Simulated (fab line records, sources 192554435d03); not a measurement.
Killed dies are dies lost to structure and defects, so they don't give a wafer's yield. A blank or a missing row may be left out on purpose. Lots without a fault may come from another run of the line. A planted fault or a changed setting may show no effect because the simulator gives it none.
Which tool did it? | flow n5_finfet | 24 lots, 72 wafers sampled, at 3 steps of a route of 1938

WHAT THE GAUGES READ, wafer by wafer
N5_WELL_APT_INSPECT_10: inspects for defects (macro).
lot  | measured    | on                | raw_defect_count
L074 | day 1 13:44 | defect_inspect-01 | 3 0 4
L075 | day 1 19:53 | defect_inspect-01 | 2 0 5
L076 | day 2 01:52 | defect_inspect-02 | 4 2 1
L077 | day 2 07:49 | defect_inspect-01 | 3 4 5
L078 | day 2 14:12 | defect_inspect-01 | 3 1 2
L079 | day 2 19:37 | defect_inspect-02 | 5 0 1
L080 | day 3 02:16 | defect_inspect-02 | 6 3 1
L081 | day 3 07:37 | defect_inspect-02 | 1 2 1
L082 | day 3 13:37 | defect_inspect-02 | 2 0 1
L083 | day 3 20:25 | defect_inspect-01 | 2 1 4
L084 | day 4 01:44 | defect_inspect-01 | 2 4 4
L085 | day 4 07:49 | defect_inspect-02 | 2 3 1
L086 | day 4 13:56 | defect_inspect-01 | 0 1 2
L087 | day 4 19:53 | defect_inspect-01 | 0 3 6
L088 | day 5 02:10 | defect_inspect-02 | 1 1 0
L089 | day 5 07:52 | defect_inspect-02 | 2 2 1
L090 | day 5 13:45 | defect_inspect-01 | 3 1 5
L091 | day 5 19:42 | defect_inspect-02 | 4 1 2
L092 | day 6 01:46 | defect_inspect-01 | 1 1 2
L093 | day 6 07:46 | defect_inspect-01 | 2 2 2
L094 | day 6 14:05 | defect_inspect-01 | 5 2 1
L095 | day 6 19:46 | defect_inspect-01 | 4 1 2
L096 | day 7 01:44 | defect_inspect-02 | 2 0 2
L097 | day 7 08:34 | defect_inspect-01 | 2 8 1

N5_FIN_SAQP_INSPECT_18: inspects for defects (brightfield).
lot  | measured    | on                | raw_defect_count
L074 | day 1 22:07 | defect_inspect-01 | 528 362 503
L075 | day 2 03:49 | defect_inspect-02 | 381 542 441
L076 | day 2 09:48 | defect_inspect-02 | 488 699 679
L077 | day 2 15:55 | defect_inspect-01 | 327 321 278
L078 | day 2 22:36 | defect_inspect-02 | 499 525 592
L079 | day 3 03:56 | defect_inspect-02 | 696 698 471
L080 | day 3 11:08 | defect_inspect-02 | 923 567 807
L081 | day 3 15:42 | defect_inspect-02 | 721 517 812
L082 | day 3 21:54 | defect_inspect-02 | 301 359 446
L083 | day 4 05:04 | defect_inspect-01 | 462 386 490
L084 | day 4 09:55 | defect_inspect-01 | 390 637 482
L085 | day 4 17:09 | defect_inspect-01 | 343 289 569
L086 | day 4 23:44 | defect_inspect-02 | 585 552 459
L087 | day 5 04:06 | defect_inspect-01 | 421 438 429
L088 | day 5 10:40 | defect_inspect-01 | 563 339 323
L089 | day 5 16:01 | defect_inspect-02 | 302 385 387
L090 | day 5 21:54 | defect_inspect-02 | 406 498 476
L091 | day 6 03:38 | defect_inspect-02 | 414 284 268
L092 | day 6 09:45 | defect_inspect-01 | 308 289 483
L093 | day 6 17:40 | defect_inspect-01 | 458 415 504
L094 | day 6 22:31 | defect_inspect-02 | 400 493 424
L095 | day 7 04:22 | defect_inspect-02 | 501 576 358
L096 | day 7 10:28 | defect_inspect-02 | 758 524 659
L097 | day 7 17:26 | defect_inspect-01 | 488 450 397

WHICH TOOL RAN EACH LOT (tool, then ch and the chambers of the sampled wafers, then the start)
lot  | N5_WELL_APT_DESCUM_13
L074 | rie_diel-04 ch 0,2,3, day 1 14:08
L075 | rie_diel-01 ch 0,1,2, day 1 19:55
L076 | rie_diel-04 ch 1,2,3, day 2 02:01
L077 | rie_diel-02 ch 0,2,3, day 2 07:50
L078 | rie_diel-01 ch 0,3, day 2 14:16
L079 | rie_diel-02 ch 0,1,3, day 2 19:38
L080 | rie_diel-04 ch 0,1, day 3 02:29
L081 | rie_diel-04 ch 1,2,3, day 3 07:39
L082 | rie_diel-01 ch 0,2,3, day 3 13:46
L083 | rie_diel-04 ch 0,1,2, day 3 20:32
L084 | rie_diel-04 ch 0,1,3, day 4 01:49
L085 | rie_diel-02 ch 0,1,3, day 4 07:51
L086 | rie_diel-04 ch 1,3, day 4 13:58
L087 | rie_diel-04 ch 0,3, day 4 20:08
L088 | rie_diel-04 ch 0,2,3, day 5 02:20
L089 | rie_diel-02 ch 1,2, day 5 07:59
L090 | rie_diel-02 ch 1,2,3, day 5 13:47
L091 | rie_diel-04 ch 0,2, day 5 19:44
L092 | rie_diel-04 ch 1,2,3, day 6 01:51
L093 | rie_diel-01 ch 0,2,3, day 6 07:48
L094 | rie_diel-02 ch 1,2,3, day 6 14:10
L095 | rie_diel-04 ch 2,3, day 6 19:47
L096 | rie_diel-01 ch 0,1,2, day 7 01:58
L097 | rie_diel-02 ch 0,2,3, day 7 08:36
- N5_WELL_APT_DESCUM_13: chemistry O2, time 7.9 s.

WHAT THE TOOLS THEMSELVES READ (means of the sampled wafers that have a number; where no wafer has one, the mark that the record gives instead)
N5_WELL_APT_DESCUM_13.
lot  | tool        | drypump_motor_current_A (A) | oes_product_au (a.u.) | rf_vpp_V (V) | showerhead_plenum_p_Torr (Torr) | throttle_valve_pct (%)
L074 | rie_diel-04 | 5.6                         | 0.78                  | 243.7        | 2.12                            | 20.33
L075 | rie_diel-01 | 5.9                         | 0.86                  | 242.7        | 2.07                            | 20.41
L076 | rie_diel-04 | 5.7                         | 0.82                  | 244.1        | 2.14                            | 20.39
L077 | rie_diel-02 | 6.0                         | 0.75                  | 243.5        | 2.16                            | 20.56
L078 | rie_diel-01 | 6.2                         | 0.77                  | 242.5        | 2.06                            | 20.31
L079 | rie_diel-02 | 5.7                         | 0.76                  | 243.7        | 2.13                            | 20.49
L080 | rie_diel-04 | 5.4                         | 0.83                  | 243.6        | 2.11                            | 20.39
L081 | rie_diel-04 | 5.7                         | 0.81                  | 243.8        | 2.13                            | 20.40
L082 | rie_diel-01 | 6.1                         | 0.78                  | 243.5        | 2.07                            | 20.45
L083 | rie_diel-04 | 5.6                         | 0.82                  | 243.8        | 2.10                            | 20.24
L084 | rie_diel-04 | 5.5                         | 0.77                  | 243.4        | 2.12                            | 20.53
L085 | rie_diel-02 | 5.7                         | 0.74                  | 244.0        | 2.12                            | 20.51
L086 | rie_diel-04 | 5.6                         | 0.76                  | 243.5        | 2.15                            | 20.69
L087 | rie_diel-04 | 5.5                         | 0.72                  | 243.5        | 2.13                            | 20.65
L088 | rie_diel-04 | 5.6                         | 0.75                  | 243.4        | 2.11                            | 20.38
L089 | rie_diel-02 | 6.3                         | 0.78                  | 244.3        | 2.16                            | 20.72
L090 | rie_diel-02 | 5.9                         | 0.75                  | 244.1        | 2.13                            | 20.57
L091 | rie_diel-04 | 5.8                         | 0.79                  | 242.8        | 2.10                            | 20.11
L092 | rie_diel-04 | 5.7                         | 0.79                  | 242.7        | 2.13                            | 20.44
L093 | rie_diel-01 | 6.1                         | 0.76                  | 242.9        | 2.06                            | 20.49
L094 | rie_diel-02 | 5.9                         | 0.75                  | 243.7        | 2.13                            | 20.58
L095 | rie_diel-04 | 5.7                         | 0.73                  | 243.5        | 2.14                            | 20.56
L096 | rie_diel-01 | 5.9                         | 0.80                  | 242.6        | 2.05                            | 20.47
L097 | rie_diel-02 | 6.0                         | 0.79                  | 242.9        | 2.14                            | 20.50

THE ANSWER, worked out from the rows above alone
Rule: what is usual is taken from the lots themselves. Put in order of their means at a reading, lots are off if they are a third of the lots or fewer, leave a main group of 4 or more, and stand apart from it by a gap of 3 or more times the standard deviation of the main group's means; of several such gaps the widest counts. A main group whose means are all the same, to the digits that the tables above print for the reading, isn't used. A lot without any number at a reading at which 4 lots or more have one is off too. The other lots that the step has rows for count as sound. The gauges are gone through in route order, then the tools' own readings, and for those a lot's mean is taken as printed above. The first step at which some lot is off is used, and at that step the reading that is off furthest; a lot without a number counts as furthest.
No lot is off at any reading shown: from this, nothing can be told.

WHAT THE SIMULATOR HAD PUT IN
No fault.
